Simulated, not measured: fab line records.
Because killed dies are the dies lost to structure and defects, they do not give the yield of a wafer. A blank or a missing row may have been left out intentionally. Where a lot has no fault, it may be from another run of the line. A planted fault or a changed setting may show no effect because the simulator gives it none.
Problem report, 8D (eight disciplines) form, completed by code	flow nandHarc	the parts of the form that need people (team, actions taken, sign-off) are left out

1. THE ISSUE
NHARC_END_SORT_01, killedAtArray: mean 74 over 1 wafer from 1 lot; wafers with no fault: 27, standard deviation 8. That puts it +5.9 standard deviations away from the usual mean.
Earliest sighting: wafer L462.2 on prober-02 at day 23 10:26. The record holds 3 wafers of 1 lot with a number at this step. By rule, "out" or "out of limits" means more than 4 standard deviations away from the usual mean. Any other wafer with a number is counted as sound.

2. WHAT IT IS AND WHAT IT IS NOT
question	is	is not
which readings at this step	killedAtArray, killedDies	killedAtOther, killedAtPeriphery, killedOpen, killedShort
which lots	L462	-
which wafers of those lots	L462.2	L462.1, L462.5
read on which gauges	prober-02	-
when	from day 23 10:26	up to then (1 sound wafer); but 1 sound wafer of L462 came after

3. THE SUSPECTS, EACH WITH WHAT RULES IT OUT
Counting: any tool at a process step up to the reading remains a suspect provided it ran every lot that is out. Sound lots after the first of them don't rule it out here, since some wafers of a struck lot are sound.
- the gauge at NHARC_END_SORT_01: kept. All the wafers that are out were read on prober-02, and no step on other tools shows them out.
- wetBench-05 at NHARC_A_WL_FILL_PRECLEAN_30 (cleans in dHF, time 10 s): kept. It ran the lot that is out, L462 (day 19 05:34).
- rieDiel-08 at NHARC_THIN_TSV_ETCH_44 (etches the open film in CF4/O2, target depth 1594.2 nm, time 797.1 s): kept. It ran the lot that is out, L462 (day 22 13:26).
- pvdSputter-03 at NHARC_THIN_TSV_PVD_51 (deposits Cu, target thk 100 nm): kept. It ran the lot that is out, L462 (day 23 09:38). NHARC_THIN_TSV_PVD_51 gives no start for some lots, so the hours and the order of its lots are those of NHARC_END_SORT_01.
Left after counting: wetBench-05 at NHARC_A_WL_FILL_PRECLEAN_30, rieDiel-08 at NHARC_THIN_TSV_ETCH_44, pvdSputter-03 at NHARC_THIN_TSV_PVD_51, prober-02 at NHARC_END_SORT_01.

4. THE CAUSE (what the simulator had put in)
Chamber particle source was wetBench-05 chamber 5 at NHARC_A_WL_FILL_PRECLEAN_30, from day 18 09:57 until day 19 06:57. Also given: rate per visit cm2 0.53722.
Counting leaves 4 suspects; this tool is one of them.

5. SEQUENCE OF EFFECTS, ordered by route
One row per reading whose mean, taken over the struck wafers that have a number, lies over 3 standard deviations from the usual. Scope: only readings with a usual standard deviation given in the record; hours: median across lots of the time from each lot's start at the first step in this table that gives one to its start at this step; sigmas: change in usual standard deviations.
hours	step	reading	usual	on struck wafers	change	sigmas
0	NHARC_END_SORT_01	killedAtArray	27	74	+47	+5.9
0	NHARC_END_SORT_01	killedDies	31	77	+46	+5.2

6. WHAT WOULD HAVE CAUGHT IT SOONER
120 hours passed between the start of the fault at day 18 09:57 and the first reading out of limits at a measuring or inspecting step in this record, taken at day 23 10:26.
By day 23 10:26 the whole set of lots that are out, 1 in number, had already begun NHARC_A_WL_FILL_PRECLEAN_30 on wetBench-05. None of them would have been spared by holding the tool at that moment.
